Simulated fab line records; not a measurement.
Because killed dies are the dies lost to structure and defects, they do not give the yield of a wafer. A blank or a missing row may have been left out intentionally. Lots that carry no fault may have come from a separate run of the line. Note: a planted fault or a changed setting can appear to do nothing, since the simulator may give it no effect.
Lot-split experiment	flow n5_finfet	5 lots, 23 wafers read, on a route of 1938 steps

## ABOUT THE SPLIT
At N5_BEOL_M2_DESCUM_16 (chemistry O2, time 7 s), the setting time_s was moved away from the recipe's 7 s on 9 of the 23 wafers read, by +6.2% to +20.9%. This setting was run at the recipe's value on the other wafers.

Reading taken at the split's own step.

## THE READING
CAR-EUV_of_BEOL_M2_COAT_05.thk_nm (the simulator's own value, which no gauge read), in nm, at N5_BEOL_M2_DESCUM_16 (chemistry O2, time 7 s). No usual value for it is given in the file. Across the 14 wafers here that went through the recipe, the average is 26.0 nm and the standard deviation 0.15 nm.

wafer	tool, chamber at the split	time_s as run, s	against the recipe	CAR-EUV_of_BEOL_M2_COAT_05.thk_nm, nm	against lot-mates on the recipe
L078.2	rie_diel-03, 0,1,1	8.464	+20.9%	25.4	-0.8
L078.3	rie_diel-03, 0,1,1	8.464	+20.9%	25.4	-0.8
L078.5	rie_diel-03, 0,1,1	8.464	+20.9%	25.4	-0.8
L078.4	rie_diel-03, 2,0	7	recipe	26.2	-
L078.6	rie_diel-03, 2,0	7	recipe	26.2	-
L079.1	rie_diel-01, 0	7	recipe	26.2	-
L079.5	rie_diel-01, 0	7	recipe	26.2	-
L079.2	rie_diel-01, 3,1	7.471	+6.7%	25.8	-0.3
L079.6	rie_diel-01, 3,1	7.471	+6.7%	25.8	-0.3
L079.4	rie_diel-01, 1	7	recipe	26	-
L080.1	rie_diel-06, 3,0	7	recipe	26	-
L080.2	rie_diel-06, 3,0	7	recipe	26	-
L080.3	rie_diel-06, 1	7	recipe	26.2	-
L080.4	rie_diel-06, 2	8.266	+18.1%	25.4	-0.7
L080.5	rie_diel-06, 3	8.266	+18.1%	25.6	-0.5
L082.1	rie_diel-03, 0	7	recipe	26.2	-
L082.4	rie_diel-03, 3,1	7	recipe	25.8	-
L082.6	rie_diel-03, 3,1	7	recipe	25.8	-
L091.2	rie_diel-03, 3,1	7	recipe	26	-
L091.5	rie_diel-03, 3,1	7	recipe	26	-
L091.3	rie_diel-03, 2	7.437	+6.2%	25.8	-0.1
L091.4	rie_diel-03, 1	7.437	+6.2%	25.6	-0.3
L091.6	rie_diel-03, 2	7	recipe	25.8	-
Rows listing several chambers each stand for several wafers; the file does not say which wafer went through which chamber.

FIT RESULTS
A straight line over all 23 wafers: CAR-EUV_of_BEOL_M2_COAT_05.thk_nm changes by -0.0307 nm for each +1% of time_s; r = -0.88; the points scatter about the line by 0.14 nm.
The same after taking each lot's own level away (the mean of its wafers on the recipe; 23 wafers): -0.0362 nm for each +1%; r = -0.94; scatter 0.11 nm.
According to that fit, moving time_s by its largest amount changes the reading by 0.76 nm.
Measured against the standard deviation above, the lots' own levels, which go from 25.93 to 26.20 nm, span 1.7 times it.
In other words, the slope is changed by the lot-to-lot level; the two fits disagree.
Check: -0.754 nm against its lot-mates is what the line predicts for one of the wafers moved furthest among these (+20.9%) when that wafer is left out of the fit. It came out at -0.8 nm against them.

## OTHER SPLITS APPLIED TO THESE WAFERS
These wafers also went through other splits before the reading. Each is held against what the fit with the lots' levels taken away leaves over:
other split on the same wafers	wafers away from the commonest value	r with CAR-EUV_of_BEOL_M2_COAT_05.thk_nm (lot level and that fit taken away)
N5_MOL_CONTACT_COAG_CVD_140 target_thk_a	10	+0.30
N5_BEOL_M0_SAQP_EXPOSE_37 dose_mj	8	-0.13
N5_BEOL_M0_SAQP_ETCH_73 cf4_flow_sccm	9	-0.03
N5_BEOL_M2_EXPOSE_08 dose_mj	8	+0.09

## THE FILE'S OWN FIT
CAR-EUV_of_BEOL_M2_COAT_05.thk_nm changes by -0.0361 nm for each +1% of time_s, r = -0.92.
